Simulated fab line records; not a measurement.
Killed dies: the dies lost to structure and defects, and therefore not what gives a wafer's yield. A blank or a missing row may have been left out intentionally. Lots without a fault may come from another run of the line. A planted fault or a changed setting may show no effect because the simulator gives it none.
Which tool was responsible?	flow nand-harc	33 wafers from 11 lots sampled at 5 of the route's 1159 steps

== WHAT EACH GAUGE READ, for each wafer ==
NHARC_END_SORT_01. Usual: defect-limited-yield 95.2 %, standard deviation 1.6; killed-at-array 28, standard deviation 11; killed-at-other 0.8, standard deviation 1.3; killed-at-periphery 3.6, standard deviation 2.5; killed-dies 32, standard deviation 11; killed-open 3.0, standard deviation 1.8; killed-short 2.0, standard deviation 1.5; sort_bin_2_pct 1.5 %, standard deviation 0.66; sort_bin_3_pct 0.25 %, standard deviation 0.23; sort_bin_4_pct 3.0 %, standard deviation 1.1; sort-n-pass 645, standard deviation 11; sort-rim-yield-pct 96.0 %, standard deviation 2.9; sort-yield-pct 95.2 %, standard deviation 1.6.
lot	measured	on	defect-limited-yield (%)	killed-at-array	killed-at-other	killed-at-periphery	killed-dies	killed-open	killed-short	sort_bin_2_pct (%)	sort_bin_3_pct (%)	sort_bin_4_pct (%)	sort-n-pass	sort-rim-yield-pct (%)	sort-yield-pct (%)	flag
L319	day 22 04:41	prober-01	93.5 95.6 94.1	38 24 34	1 1 0	5 5 6	44 30 40	2 6 2	6 0 6	1.8 1.6 2.4	0.30 0.30 0.30	4.4 2.5 3.2	633 647 637	96.2 88.7 99.1	93.5 95.6 94.1	

== WHICH TOOL RAN EACH LOT (tool, then ch and the chambers of the sampled wafers, then the start) ==
lot	NHARC_A_M0_ETCH_34	NHARC_A_M0_PVD_20	NHARC_A_BONDPAD_DEP_00	NHARC_A_BONDPAD_DESCUM_11
L309	rie-diel-09 ch 1,2,3, day 17 16:19	pvd-sputter-03, day 18 00:13 or earlier	pecvd-02 ch 0,1,2, day 18 00:13	rie-diel-03 ch 1,2,3, day 18 01:41
L308	rie-diel-09 ch 0,1,2, day 17 17:58	pvd-sputter-02, day 18 01:28 or earlier	pecvd-04 ch 0,2, day 18 01:28	rie-diel-03 ch 0,2,3, day 18 02:58
L310	rie-diel-02 ch 0,1, day 17 22:04	pvd-sputter-02, day 18 05:22 or earlier	pecvd-02 ch 1,2, day 18 05:22	rie-diel-07 ch 0,1,3, day 18 11:20
L311	rie-diel-09 ch 2,3, day 17 22:40	pvd-sputter-03, day 18 06:08 or earlier	pecvd-04 ch 0,1,2, day 18 06:08	rie-diel-03 ch 1,3, day 18 11:28
L315	rie-diel-05 ch 0,3, day 19 14:11	pvd-sputter-03, day 19 22:02 or earlier	pecvd-04 ch 0,1,2, day 19 22:02	rie-diel-07 ch 0,1,3, day 19 23:26
L318	rie-diel-05 ch 0,1, day 20 06:43	pvd-sputter-01, day 20 14:07 or earlier	pecvd-04 ch 0,1,2, day 20 14:07	rie-diel-03 ch 0,3, day 20 15:23
L319	rie-diel-02 ch 0,1,3, day 20 07:14	pvd-sputter-01, day 20 14:41 or earlier	pecvd-04 ch 0,1,2, day 20 14:41	rie-diel-03 ch 0,1,2, day 20 16:04
L325	rie-diel-02 ch 1,3, day 21 14:00	pvd-sputter-01, day 21 21:20 or earlier	pecvd-04 ch 0,1, day 21 21:20	rie-diel-03 ch 0,2, day 21 22:47
L328	rie-diel-09 ch 2,3, day 22 01:35	pvd-sputter-02, day 22 09:02 or earlier	pecvd-03 ch 0,1,2, day 22 09:02	rie-diel-07 ch 1,2, day 22 10:20
L331	rie-diel-09 ch 0,1,3, day 22 11:14	pvd-sputter-03, day 22 19:25 or earlier	pecvd-03 ch 0,1,2, day 22 19:25	rie-diel-03 ch 0,2,3, day 22 20:44
L330	rie-diel-09 ch 0,1,3, day 22 22:56	pvd-sputter-01, day 23 06:11 or earlier	pecvd-02 ch 0,1,2, day 23 06:11	rie-diel-03 ch 0,1,3, day 23 07:33
- NHARC_A_M0_ETCH_34: etches the open film in N2/H2, target depth 40 nm, overetch 12 nm, time 43.94 s.
- NHARC_A_M0_PVD_20: deposits TaN, target thk 5 nm, time 8.06 s.
- NHARC_A_BONDPAD_DEP_00: deposits SiCN, target thk 250 nm.
- NHARC_A_BONDPAD_DESCUM_11: chemistry O2, time 3 s.

== WHAT THE TOOLS THEMSELVES READ (means of the sampled wafers that have a number; where no wafer has one, the mark that the record gives instead) ==
NHARC_A_M0_ETCH_34. Usual: drypump-motor-current-A 5.8 A, standard deviation 0.59; oes-product-au 1.000 a.u., standard deviation 0.0077; rf-vpp-V 429.8 V, standard deviation 2.5; showerhead-plenum-p-Torr 2.01 Torr, standard deviation 0.09; throttle-valve-pct 14.172 %, standard deviation 0.0088.
lot	tool	drypump-motor-current-A (A)	oes-product-au (a.u.)	rf-vpp-V (V)	showerhead-plenum-p-Torr (Torr)	throttle-valve-pct (%)	flag
L309	rie-diel-09	5.8	0.999	430.6	2.01	14.177	
L308	rie-diel-09	5.4	0.993	429.2	2.01	14.170	
L310	rie-diel-02	5.5	0.994	429.4	1.98	14.167	
L311	rie-diel-09	6.1	1.011	431.8	2.08	14.172	
L315	rie-diel-05	6.3	0.999	429.1	1.99	14.175	
L318	rie-diel-05	6.0	1.000	427.7	1.93	14.179	
L319	rie-diel-02	5.4	1.001	428.4	1.97	14.163	
L325	rie-diel-02	5.3	0.991	427.4	1.93	14.164	
L328	rie-diel-09	6.1	1.006	432.0	2.08	14.174	
L331	rie-diel-09	5.9	1.003	432.1	2.08	14.170	
L330	rie-diel-09	5.9	0.996	432.0	2.08	14.171	

NHARC_A_M0_PVD_20. Usual: chamber-pressure-pa 0.11998 Pa, standard deviation 0.00026; throttle-valve-pct 30.0 %, standard deviation 0.91.
lot	tool	chamber-pressure-pa (Pa)	throttle-valve-pct (%)	flag
L309	pvd-sputter-03	0.12011	29.8	
L308	pvd-sputter-02	0.12001	30.1	
L310	pvd-sputter-02	0.11987	31.0	
L311	pvd-sputter-03	0.12004	29.5	
L315	pvd-sputter-03	0.12004	29.6	
L318	pvd-sputter-01	0.11998	30.5	
L319	pvd-sputter-01	0.11996	30.2	
L325	pvd-sputter-01	0.11990	30.1	
L328	pvd-sputter-02	0.11998	29.6	
L331	pvd-sputter-03	0.12017	29.3	
L330	pvd-sputter-01	0.11959	30.2	

NHARC_A_BONDPAD_DEP_00. Usual: heater-power-w 577 W, standard deviation 100; rf-fwd-power-W 448.6 W, standard deviation 1.3; showerhead-vpp-V 1335 V, standard deviation 63.
lot	tool	heater-power-w (W)	rf-fwd-power-W (W)	showerhead-vpp-V (V)	flag
L309	pecvd-02	515	447.8	1392	
L308	pecvd-04	585	448.1	1271	
L310	pecvd-02	602	447.2	1370	
L311	pecvd-04	609	449.6	1318	
L315	pecvd-04	564	447.9	1305	
L318	pecvd-04	604	447.5	1307	
L319	pecvd-04	670	268.1	1005	OFF
L325	pecvd-04	683	269.0	1051	OFF
L328	pecvd-03	593	448.8	1338	
L331	pecvd-03	621	447.9	1332	
L330	pecvd-02	527	449.4	1392	

NHARC_A_BONDPAD_DESCUM_11. Usual: drypump-motor-current-A 5.63 A, standard deviation 0.18; oes-product-au 1.000 a.u., standard deviation 0.0073; rf-vpp-V 57.9 V, standard deviation 0.88; showerhead-plenum-p-Torr 1.96 Torr, standard deviation 0.072; throttle-valve-pct 11.312 %, standard deviation 0.0085.
lot	tool	drypump-motor-current-A (A)	oes-product-au (a.u.)	rf-vpp-V (V)	showerhead-plenum-p-Torr (Torr)	throttle-valve-pct (%)	flag
L309	rie-diel-03	5.55	1.003	57.6	1.99	11.315	
L308	rie-diel-03	5.56	0.998	58.1	1.99	11.304	
L310	rie-diel-07	5.75	0.997	57.4	1.86	11.311	
L311	rie-diel-03	5.49	1.000	57.5	1.96	11.300	
L315	rie-diel-07	5.75	1.001	58.1	1.85	11.316	
L318	rie-diel-03	5.48	0.999	57.8	1.95	11.315	
L319	rie-diel-03	5.54	1.008	58.7	2.02	11.319	
L325	rie-diel-03	5.65	1.007	57.4	2.02	11.318	
L328	rie-diel-07	5.84	0.995	58.0	1.89	11.310	
L331	rie-diel-03	5.56	0.997	57.3	1.99	11.311	
L330	rie-diel-03	5.47	0.992	57.3	1.98	11.319	

== THE ANSWER, worked out from the rows above alone ==
Rule: lot off if the mean of its wafers having a number is beyond 3 standard deviations from the usual mean. A lot without any number at a reading at which 4 lots or more have one is off too. All remaining lots with rows at the step are treated as sound. The gauges are gone through in route order, then the tools' own readings, and for those a lot's mean is taken as printed above. At the first step where some lot is off, the reading lying furthest off is the one used; lots without a number count as furthest.
Off, at NHARC_A_BONDPAD_DEP_00 on rf-fwd-power-W: L319, L325.
A tool fits if, at that step or a process step before it, it ran every lot that is off, and no sound lot after the first of them. NHARC_A_M0_PVD_20: start missing for some lots; hours and lot order therefore follow NHARC_A_BONDPAD_DEP_00. 2 tools fit, rie-diel-02 at NHARC_A_M0_ETCH_34 and pecvd-04 at NHARC_A_BONDPAD_DEP_00, so this cannot tell which one it is.

== WHAT HAD BEEN PUT IN BY THE SIMULATOR ==
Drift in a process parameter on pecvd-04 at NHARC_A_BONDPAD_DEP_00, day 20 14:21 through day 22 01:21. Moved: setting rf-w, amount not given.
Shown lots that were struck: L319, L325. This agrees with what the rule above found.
